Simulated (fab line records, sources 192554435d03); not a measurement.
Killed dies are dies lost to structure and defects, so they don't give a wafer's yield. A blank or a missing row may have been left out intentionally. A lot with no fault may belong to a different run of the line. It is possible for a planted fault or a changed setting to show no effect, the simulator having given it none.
fab line records	flow n5_finfet
record lots=4	wafers=12	last_day=20
route steps=1938 shown BEOL_M1@751 BEOL_M4@1111 PASSIVATION@1936
lots that met no fault: from a run of the same line without faults
start_h: start of the lot's first displayed wafer, in hours after the record's first day	wait_h: hours since the lot's step before	" unchanged from the row above	L1.1+2: one row covering several wafers at once	- no value present, or no start provided	* or withheld: withheld	< > ~ a bound
route shown NAME@n: NAME is a module with steps in the file, n the number in the route of the first one	usual: mean/standard deviation of fault-free wafers	same: alike in all rows	chamber/n: place in a boat	sites: per-site readings	_std_site: the standard deviation of these	_edge_site: outer sites' mean less inner sites'	radius_mm: for every site, how far away it sits from the centre of the wafer	mask NAME#n: copy n	behind: the last tool/chamber to shape the wafer	hold: cause of the lot's hold/its duration in hours/its outcome	device: transistor that didn't switch, given as n, p or np	end of line: the route-end tests of the same wafers	a step without rows: its recipe alone	killed: at the first sort, the dies lost to defects and structure; wafer yield is something else	map: per-die view of a wafer (x killed, . not killed, _ where there is no die)
set.NAME: the setting as run; set.NAME@STEP: as run at that earlier step	model.NAME: the simulator's own value behind a step, which no gauge read
certain route steps with their lots: each step a table, each wafer a row
services: the hour from which a tool's chamber was out of use, counted from the record's first day as start_h (under 0 if before that day), plus the number of hours and why
## steps
# step N5_BEOL_M1_ILD_DEP_00
# recipe material=SiOC	target_thk_a=790	temp_c=350	precursor=DEMS/O2	pressure_torr=5	rf_w=500	time_s=15.3
# step N5_BEOL_M1_PECVD_72
# recipe material=SiO2	target_thk_a=160	temp_c=400	precursor=TEOS/O2	pressure_torr=5.5	rf_w=450	teos_flow_sccm=53.8	gas=O2	flow_sccm=3000	time_s=18
# step N5_BEOL_M1_HM_DEP_02
# recipe material=TiN	target_thk_a=200	temp_c=25	chamber_pressure_pa=0.49996
# step N5_BEOL_M1_COAT_61
# recipe resist=SOC	temp_c=250	time_s=60	spin_rpm=1500	resist_thk_nm=60
# step N5_BEOL_M1_COAT_62
# recipe resist=SiARC	temp_c=220	time_s=60	spin_rpm=1500	resist_thk_nm=12
# step N5_BEOL_M1_COAT_73
# recipe resist=underlayer	temp_c=205	time_s=60	spin_rpm=1500	resist_thk_nm=5
# step N5_BEOL_M1_COAT_05
# recipe resist=CAR-EUV	spin_rpm=1500	resist_thk_nm=30
# step N5_BEOL_M1_EBR_07
# recipe solvent=PGMEA	ebr_width_mm=1.5
# step N5_BEOL_M1_SOFTBAKE_06
# recipe temp_c=110	time_s=60	resist=CAR-EUV
# step N5_BEOL_M1_EXPOSE_08
# recipe mask_id=M1	na=0.33	source_shape=dipole	sigma_inner=0.369	sigma_outer=0.767	polarization=unpolarized	dose_mj=33
# usual exposure_dose_mJ_cm2=33.11/0.18
# same sigma_outer=0.767
lot.wafer	tool	chamber	start_h	wait_h	mask	exposure_dose_mJ_cm2
L216.1	euv_scanner-02	0	126.64	-	M1#0	32.96
L216.3	"	0	"	"	M1#0	33.00
L216.5	"	0	"	"	M1#0	32.99
L238.2	euv_scanner-01	0	255.33	-	M1#0	33.31
L238.3	"	0	"	"	M1#0	33.25
L238.4	"	0	"	"	M1#0	33.30
L235.1	euv_scanner-01	0	257.16	-	M1#0	33.30
L235.2	"	0	"	"	M1#0	33.31
L235.5	"	0	"	"	M1#0	33.24
L234.2	euv_scanner-01	0	259.51	-	M1#0	33.31
L234.4	"	0	"	"	M1#0	33.31
L234.6	"	0	"	"	M1#0	33.30
# step N5_BEOL_M1_PEB_09
# recipe peb_temp_c=100	peb_time_s=60	resist=CAR-EUV
# step N5_BEOL_M1_DEVELOP_10
# recipe develop_time_s=30	developer=TMAH	resist=CAR-EUV	rinse_liquid=surfactant_rinse	dry=air_spin	dev_temp_c=23
# step N5_BEOL_M1_DESCUM_16
# recipe chemistry=O2	time_s=7	source_power_w=50	bias_power_w=20	pressure_mtorr=20	rf_frequency_hz=2.712e+07	temp_c=40	resist=CAR-EUV	o2_flow_sccm=225
# step N5_BEOL_M1_ETCH_74
# recipe chemistry=N2/H2	target=underlayer	target_depth_a=65	mask_material=CAR-EUV	time_s=5.2	ion_energy_ev=200	pressure_mtorr=30	source_w=840	bias_w=150	n2_flow_sccm=200	h2_flow_sccm=200	ends=cleared
# usual drypump_motor_current_A=5.8/0.4	etch_rf_on_time_s=5.20/0.1	oes_product_au=0.66/0.065	rf_vpp_V=523.6/2.3	showerhead_plenum_p_Torr=2.53/0.066	throttle_valve_pct=17.83/0.22
lot.wafer	tool	chamber	start_h	wait_h	drypump_motor_current_A	etch_rf_on_time_s	oes_product_au	rf_hours_counter_h	rf_vpp_V	showerhead_plenum_p_Torr	throttle_valve_pct	model.BEOL_M1.cd_offset_nm
L216.1	rie_diel-04	2	126.92	0.0	6.0	5.25	0.61	205	522.7	2.51	17.68	0.2
L216.3	"	0	"	"	5.6	5.18	0.62	181	522.6	2.55	18.09	0.4
L216.5	"	2	"	"	6.0	5.25	0.61	-	521.8	2.51	17.65	0.2
L238.2	rie_diel-02	3	255.71	0.0	5.5	5.28	0.71	51	528.1	2.67	17.62	0.2
L238.3	"	2	"	"	6.3	5.27	0.70	63	524.5	2.57	17.57	-0.2
L238.4	"	1	"	"	6.4	5.16	0.60	210	525.5	2.52	17.73	-0.2
L235.1	rie_diel-02	1	257.48	0.0	6.4	5.16	0.60	210	523.3	2.51	17.75	-0.2
L235.2	"	2	"	"	6.3	5.21	0.70	63	525.4	2.57	17.59	-0.6
L235.5	"	1	"	"	6.4	5.15	0.60	-	523.6	2.51	17.73	-0.2
L234.2	rie_diel-02	2	260.10	0.0	6.3	5.28	0.69	64	523.6	2.57	17.60	-0.8
L234.4	"	1	"	"	6.4	5.16	0.60	211	520.7	2.51	17.74	-1.2
L234.6	"	1	"	"	6.4	5.11	0.59	-	522.7	2.51	17.74	-1.2
# step N5_BEOL_M1_ETCH_63
# recipe chemistry=CF4	target=SiARC	target_depth_a=156	mask_material=CAR-EUV	time_s=26	ion_energy_ev=80	pressure_mtorr=40	source_w=545	bias_w=36	Ar_flow_sccm=100	cf4_flow_sccm=100	ends=cleared
# step N5_BEOL_M1_ETCH_64
# recipe chemistry=N2/H2	target=SOC	target_depth_a=750	overetch_a=150	mask_material=SiARC	temp_c=40	time_s=112.5	ion_energy_ev=200	pressure_mtorr=30	source_w=840	bias_w=150	n2_flow_sccm=200	h2_flow_sccm=200
# step N5_BEOL_M1_STRIP_65
# recipe chemistry=N2/H2	temp_c=40	n2_flow_sccm=200	h2_flow_sccm=200	rf_frequency_hz=6e+07
# step N5_BEOL_M1_STRIP_75
# recipe chemistry=N2/H2	temp_c=40	n2_flow_sccm=200	h2_flow_sccm=200	rf_frequency_hz=6e+07
# step N5_BEOL_M1_STRIP_66
# recipe chemistry=CF4	resist=SiARC	power_w=300	bias_power_w=75	pressure_mtorr=50	cf4_flow_sccm=150	rf_frequency_hz=6e+07
# step N5_BEOL_M1_HM_OPEN_17
# recipe chemistry=Cl2/BCl3	target_depth_a=200	overetch_a=60	target=TiN	mask_material=SOC	ion_energy_ev=150	pressure_mtorr=10	icp_w=1000	bias_w=126	Cl2_flow_sccm=53.25	bcl3_flow_sccm=21.75	Ar_flow_sccm=25
# usual bcl3_flow_sccm=21.75/0.067	drypump_motor_current_A=5.9/0.31	oes_product_au=0.71/0.043	throttle_valve_pct=22.16/0.14
lot.wafer	tool	chamber	start_h	wait_h	bcl3_flow_sccm	drypump_motor_current_A	oes_product_au	rf_hours_counter_h	throttle_valve_pct	model.BEOL_M1.cd_offset_nm
L216.1	rie_metal-03	1	127.14	0.0	21.83	6.0	0.72	18	22.22	0
L216.3	"	0	"	"	21.61	6.0	0.64	-	21.92	0.4
L216.5	"	0	"	"	21.72	6.0	0.64	-	21.91	0
L238.2	rie_metal-03	1	255.96	0.1	21.72	5.9	0.69	-	22.24	0
L238.3	"	1	"	"	21.73	6.0	0.69	-	22.23	-0.4
L238.4	"	1	"	"	21.73	5.9	0.69	-	22.22	-0.2
L235.1	rie_metal-02	1	257.69	0.0	21.73	5.3	0.71	26	22.38	-0.6
L235.2	"	0	"	"	21.87	6.2	0.73	15	22.14	-0.6
L235.5	"	0	"	"	21.89	6.2	0.74	-	22.13	-0.2
L234.2	rie_metal-01	0	260.32	0.0	21.80	5.6	0.75	11	22.01	-1
L234.4	"	1	"	"	21.71	6.2	0.65	-	22.10	-1.4
L234.6	"	1	"	"	21.81	6.2	0.66	-	22.10	-1.4
# step N5_BEOL_M1_STRIP_19
# recipe chemistry=O2	power_w=400	temp_c=40	pressure_mtorr=30	rf_frequency_hz=6e+07	bias_power_w=0	overash_fraction=0.2	o2_flow_sccm=225
# step N5_BEOL_M1_COAT_67
# recipe resist=SOC	temp_c=250	time_s=60	spin_rpm=1500	resist_thk_nm=60
# step N5_BEOL_M1_COAT_68
# recipe resist=SiARC	temp_c=220	time_s=60	spin_rpm=1500	resist_thk_nm=12
# step N5_BEOL_M1_COAT_76
# recipe resist=underlayer	temp_c=205	time_s=60	spin_rpm=1500	resist_thk_nm=5
# step N5_BEOL_M1_COAT_22
# recipe resist=CAR-EUV	spin_rpm=1500	resist_thk_nm=30
# step N5_BEOL_M1_EBR_24
# recipe solvent=PGMEA	ebr_width_mm=1.5
# step N5_BEOL_M1_SOFTBAKE_23
# recipe temp_c=110	time_s=60	resist=CAR-EUV
# step N5_BEOL_M1_EXPOSE_25
# recipe mask_id=V0	na=0.33	source_shape=quasar	sigma_inner=0.2	sigma_outer=0.8	polarization=unpolarized	defocus_nm=5	target_cd_nm=24	dose_mj=63
# step N5_BEOL_M1_PEB_26
# recipe peb_temp_c=100	peb_time_s=60	resist=CAR-EUV
# step N5_BEOL_M1_DEVELOP_27
# recipe develop_time_s=30	developer=TMAH	resist=CAR-EUV	rinse_liquid=surfactant_rinse	dry=air_spin	dev_temp_c=23
# step N5_BEOL_M1_DESCUM_33
# recipe chemistry=O2	time_s=7	source_power_w=50	bias_power_w=20	pressure_mtorr=20	rf_frequency_hz=2.712e+07	temp_c=40	resist=CAR-EUV	o2_flow_sccm=225
# step N5_BEOL_M1_ETCH_77
# recipe chemistry=N2/H2	target=underlayer	target_depth_a=65	mask_material=CAR-EUV	time_s=5.2	ion_energy_ev=200	pressure_mtorr=30	source_w=840	bias_w=150	n2_flow_sccm=200	h2_flow_sccm=200	ends=cleared
# step N5_BEOL_M4_RC_MEAS_101
# usual DIBL_N=36.3/1.7	DIBL_P=36.5/2.1	IOFF_N=0.16/0.03	IOFF_P=0.22/0.035	ION_N=675/11	ION_P=465/7.1	SS_N=71.5/0.62	SS_P=73.3/0.64	VT_N=250/3.1	VT_P=-249.1/3
lot.wafer	tool	chamber	start_h	wait_h	DIBL_N[mV/V]	DIBL_P[mV/V]	IOFF_N[nA/um]	IOFF_P[nA/um]	ION_N[uA/um]	ION_P[uA/um]	SS_N[mV/dec]	SS_P[mV/dec]	VT_N[mV]	VT_P[mV]
L216.1	prober-01	0	170.41	0.6	37.1	38.1	0.17	0.25	675	474	71.7	73.5	249	-246.4
L216.3	"	0	"	"	34.6	35.1	0.13	0.20	659	459	71.2	73.1	256	-250.4
L216.5	"	0	"	"	37.9	38.9	0.20	0.27	669	468	73.1	73.4	248	-245.3
L235.1	prober-02	0	303.34	0.0	37.4	38.4	0.19	0.22	678	456	72.4	73.4	247	-251.5
L235.5	"	0	"	"	38.4	39.3	0.20	0.24	668	455	71.8	73.9	248	-248.0
L238.2	prober-02	0	312.40	0.2	39.3	40.9	0.22	0.28	703	484	71.4	74.7	248	-245.9
L238.3	"	0	"	"	37.3	38.2	0.18	0.23	686	465	71.7	73.7	246	-248.6
L238.4	"	0	"	"	38.5	39.9	0.20	0.27	678	466	71.7	73.9	250	-247.1
# step N5_PASSIVATION_PROBE_49
# usual defect_limited_yield=91.2/1.4	killed_at_M0_to_M3=36/10	killed_at_M4_up=13/5.1	killed_at_contacts=12/5.4	killed_at_front_end=39/11	killed_at_other=3.5/2.4	killed_dies=104/17	killed_on_rim=14/3.8	killed_open=67/13	killed_short=36/8.3	sort_bin_5_function=5.2/0.98	sort_bin_6_memory=3.3/0.68	sort_n_pass=1076/17	sort_yield_pct=91.2/1.4
# same gross_dies=1180	killed_at_back_side=0	sort_bin_4_leakage[%]=0	sort_bin_8_speed[%]=0
lot.wafer	tool	chamber	start_h	wait_h	defect_limited_yield[%]	killed_at_M0_to_M3	killed_at_M4_up	killed_at_contacts	killed_at_front_end	killed_at_other	killed_dies	killed_on_rim	killed_open	killed_short	sort_bin_5_function[%]	sort_bin_6_memory[%]	sort_n_pass	sort_yield_pct[%]
L235.2	prober-01	-	435.09	0.1	16.8	901	8	17	54	2	982	123	70	38	55.6	19.7	198	16.8
L234.2	prober-01	-	468.32	0.1	8.4	990	24	8	58	1	1081	140	76	34	62.3	18.3	99	8.4
L234.4	prober-01	-	468.42	0.2	13.8	941	27	12	35	2	1017	136	74	35	57.1	21.5	163	13.8
L234.6	prober-01	-	468.52	0.3	5.8	1043	19	3	44	3	1112	150	61	34	66.1	17.6	68	5.8
# killed by level:class
L235.2 BEOL_M1:area_expose=874 STI_FIN_REVEAL:geometric_particle:open=15 MOL_CONTACT_COAG:geometric_particle:open=14 FIN_SAQP:geometric_particle:short=11 BEOL_M0_SAQP:geometric_particle:short=8 FIN_SAQP:geometric_particle:open=7 DUMMY_GATE:geometric_particle:open=6 BEOL_M0_SAQP:geometric_particle:open=5
L234.2 BEOL_M1:area_expose=957 BEOL_M4:geometric_particle:open=17 HKMG_FIN:area_etch=14 FIN_SAQP:geometric_particle:short=10 FIN_SAQP:geometric_particle:open=8 BEOL_M0_SAQP:geometric_particle:open=7 BEOL_M2:geometric_particle:open=7 STI_FIN_REVEAL:geometric_particle:open=6
L234.4 BEOL_M1:area_expose=908 BEOL_M4:geometric_particle:open=19 STI_FIN_REVEAL:geometric_particle:open=10 MOL_CONTACT_COAG:geometric_particle:open=10 BEOL_M0_SAQP:geometric_particle:open=8 BEOL_M3:geometric_particle:open=6 FIN_SAQP:geometric_particle:short=5 BEOL_M2:geometric_particle:open=5
L234.6 BEOL_M1:area_expose=1012 BEOL_M4:geometric_particle:open=12 FIN_SAQP:geometric_particle:open=11 BEOL_M0_SAQP:geometric_particle:short=8 BEOL_M0_SAQP:geometric_particle:open=7 BEOL_M2:geometric_particle:open=6 FIN_SAQP:geometric_particle:short=5 GATE_CUT:geometric_particle:short=5
# map L234.6 (x killed, . not)
_________________xxxxxxxxxxxx________________
______________xxxxxxxxxxxxxxxxxx_____________
___________xxxxxxxxxxxxxxxxxxxxxxxx__________
__________xxxxxxx.xxxxx.xxxxxxxxxxxx_________
________xxxxxxxxx.xxxxxxxxxxxxxxxxxxxx_______
_______xxxx.xxxxxxxxxx.xxxxxxxxxxxxxxxx______
______xxxxxxxxxxx.xxxxxxxxxxxxxxxxxx.xxx_____
_____xxxxxxxxxx.xxxxx.xxx...xxxxxxxxxxxxx____
____xx.xxxxxxxxxxxxxxxxxxxxxxxxxxxxxxxxxxx___
___xx.xxxxxxxxxxxxxxxxxx.xxxxxxxxxxxxxxxxxx__
___xxx.xxxxxxxxxx.xx.xxxxxxxxxxxxxxxxxxx.xx__
__xxx.xxxxxxxxxxxxxxxxxxxxxxxxxx..xxxxxxx.xx_
__xxx.xxxxxxxxxxxxxxxxxx.xxxxxxxxxxxxxxxxxxx_
_xxxxxxxxxxxxxxxxxxxxxxxxxxxxxxxxxxxx.xxxxxxx
_x.xxxxxxx.xxxxxxxxxxxxxxxxxxxxxxxxxxxxxxxxxx
_xxxxxxxxxxxxxxxxxxxxxxxxxxxxxxxxxxxxxxxxxxxx
_x.xxxxxxx.xxxxxxxx.x.xxxxxxxx.xxxxxxxxxxxxxx
_xxxxxxxxxxxxxxxxx.xxxxxxxxxxxxxxxxxxxxxx.xxx
_x.xxxxxxx.xxxxx.xxxxxxxxxxxxxxx.x.xxxxxx.xxx
_xxx.xxxxxxxxxxxxxx.xxxxxxxxxxxxxxxxxxxxxxxxx
_xxxxxxxxxxxxxxxxxxxxxxxxxxxxxxxxxxxxxxxxxxxx
__xxxxxxxxxxxxxxxxxxxx.xx.xxxxxxxxxxxx.xxxxx_
__xxxx.xxxxxxxxxxxxxxxxxxxxxxxxxxxxxxxxxxxxx_
___xxxxxxxxx.xxxxxxxxx.xxxxxxxxxxxxxxxxxxxx__
___xxxxxxxxxx.xxxxxxxxxxxxxxx.xx.xxxxxxxxxx__
____x.xxxx.xxxxxxxxxxxxxxxxxxxxxxxxxxxxxxx___
_____xxxxxxxxxxxxxxxxxxxxxxx.xxxxx.xxxxxx____
______xxx.xxxxxxxxxxxxxxxxxxxxxxxx.xx.xx_____
_______xxxxxxxxxxxxx.xxxxxxxxxxxxxxxxxx______
________.xxxxxx..xxxxxxxxxxxxxxxx.xxxx_______
__________xxxxxxxxxxxxxxxxxxx.xxxxxx_________
___________xxxxxxxxxxxxxxxxxxxxxxxx__________
______________xxxxx.xxx..xxxxxxx_____________
_________________xxxxxxxxxxxx________________
# map L235.2 (x killed, . not)
_________________xx..xxxxxxxx________________
______________xxx..x.xxxxxxxxxxx_____________
___________.xxxxxx.xxxx.xxxxxxx.xxx__________
__________xxxxxxxxxxxxxxxxxxxx..xxxx_________
________xxxxxxx.xxxx.xxxx.xxxxxxxxxxxx_______
_______x.xxxx...xxxx.xxxxxxxxxxx.xxxxxx______
______xxxxx.xxxxxxxxxxx.xxxxxx.xxx.xxx.x_____
_____xxxxx.xxxxx.xxx.xxxxxxxxx...x.x.xxxx____
____x.xx..xxxxxxx.xxxxx.xx.xxxxxxxxxxx.xxx___
___xx..xxxx.xxxxxxxx.xxxxxx.xx.x.xxxxxxxx..__
___xx.xxxxxxx.xx.xxxxxxxxxxxxxxxxxxxxxx..xx__
__x.xx.xxxx.xxxxxx..x.xxxx.x.xxx.xxxxxx..xxx_
__..xx.x..xx.xxxx..xxxxx.x.xx.xxxxxxxxxx.xxx_
_xxxxxxxxxxxx.xxx.xxxxxxxxxxxxxx.xxx.xxxxxxxx
_.xxxxxxxx.xxxxxxxxxxxxxxxxx...xxxxxxx.....xx
_xx.xxxxxxx.xxxxxxxxxxxxxxxxxx.xxxxxxxxxxxxxx
_xxxxx.xx.xxxxxxxxxxxxxx.xxxxxxxxxx.xxxxxxxx.
_xx..xxxxxxxxxxxxxxxxxxxxxxxxxxxxxxxxx.xxxxxx
_x.xx.xxx.xxxx.xxxxxxxxxxxxxxx..xxxx.xxx..x.x
_xxxxxx.xxxxxxx.xxxxx.xxxxxxx.xxx.xx.xxx.xxxx
_xxxxxx...x....xx.x..xx.xxxxxx.xx.xxxxx.xxxxx
__xxx..xxxx..xxxx.xxxxxxx.xxx...xxxxxxxxxxxx_
__.xx..xxxxxxxxx.xxxxxxxxxxxxx..xxxxxxxxxxx._
___xxxxx..xxxxx.x.xxxxxxxxxxxxxx.xx.xxxxxxx__
___xx.xxxxxx.xxxxxxxx.x..xxxx.xxxxx.xxxx.xx__
____..xxxxxxxxxxxxxxxxxxxxxxxxxxxxxxxx.x.x___
_____x.xxxxxxxxxxx.xx.xxxxxxxxxx.xx.xxx..____
______xxxxx.xxxx.xxxxxxxx.xxxxxx.xx.xxxx_____
_______xxxxxxx.x.xxxx.xxxx.xxxx.xxxxxxx______
________.xx.xxxxxxxx.xxxxxxxxxxxx.xxxx_______
__________.xxxx.x.xxxxxxxxx.xxxxxxxx_________
___________.xxxxxxxxxxxxxxxxxxx.xxx__________
______________xxx.xxxxx.xxxxxxx._____________
_________________xxxxxxxxxxx.________________
## services
tool	chamber	start_h	hours	kind
rie_diel-04	-	105.48	12.2	repair
rie_diel-02	0	117.33	3.4	repair
rie_diel-04	3	118.63	9.4	repair
euv_scanner-01	-	121.50	1.0	pm
rie_metal-01	-	125.10	0.7	repair
euv_scanner-02	-	134.54	1.0	pm
rie_metal-02	0	137.10	13.2	repair
rie_metal-01	-	137.60	1.4	pm
euv_scanner-01	-	138.41	0.1	repair
rie_metal-02	-	138.44	0.5	repair
rie_diel-02	1	157.61	19.4	repair
euv_scanner-02	-	162.91	1.0	repair
rie_diel-04	-	165.30	1.5	repair
rie_metal-03	0	166.05	1.4	repair
euv_scanner-01	-	177.65	1.0	pm
rie_metal-03	0	187.29	8.3	repair
euv_scanner-02	-	190.69	1.0	pm
euv_scanner-01	-	193.78	17.4	repair
euv_scanner-02	-	208.74	4.9	repair
euv_scanner-01	-	219.39	4.6	pm
euv_scanner-02	-	233.57	4.6	pm
euv_scanner-01	-	238.17	1.0	pm
rie_metal-03	1	242.54	4.7	repair
rie_metal-03	0	253.58	10.4	repair
## key
first_sign step=N5_PASSIVATION_PROBE_49	reading=killed_at_M0_to_M3	direction=up	sigmas=90	usual=36	struck=969
effect step=N5_PASSIVATION_PROBE_49	reading=sort_bin_5_function	direction=up	sigmas=56	usual=5.2	struck=60.3
model_effect step=N5_BEOL_M1_ETCH_74	value=BEOL_M1.cd_offset_nm	without=-0.4	struck=-0.95
model_effect step=N5_BEOL_M1_HM_OPEN_17	value=BEOL_M1.cd_offset_nm	without=-0.55	struck=-1.1
more_kills_born_at N5_BEOL_M1_EXPOSE_08@euv_scanner-01=3751
met_at N5_BEOL_M1_EXPOSE_08
struck_wafers L234.2,L234.4,L234.6,L235.2
later_rows_left_out L234.2,L234.4,L234.6,L235.2
onset_between 255.33 257.16
fault kind=process_parameter_drift	tool=euv_scanner-01	chamber=-	onset_h=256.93	steps=N5_BEOL_M1_EXPOSE_08	channel=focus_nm	offset=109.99	shape=step	end_h=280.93	scope=struck_wafers_only
# later_rows_left_out: the simulator's readings of these wafers behind a module that went badly wrong aren't trusted and aren't shown, but for the sort
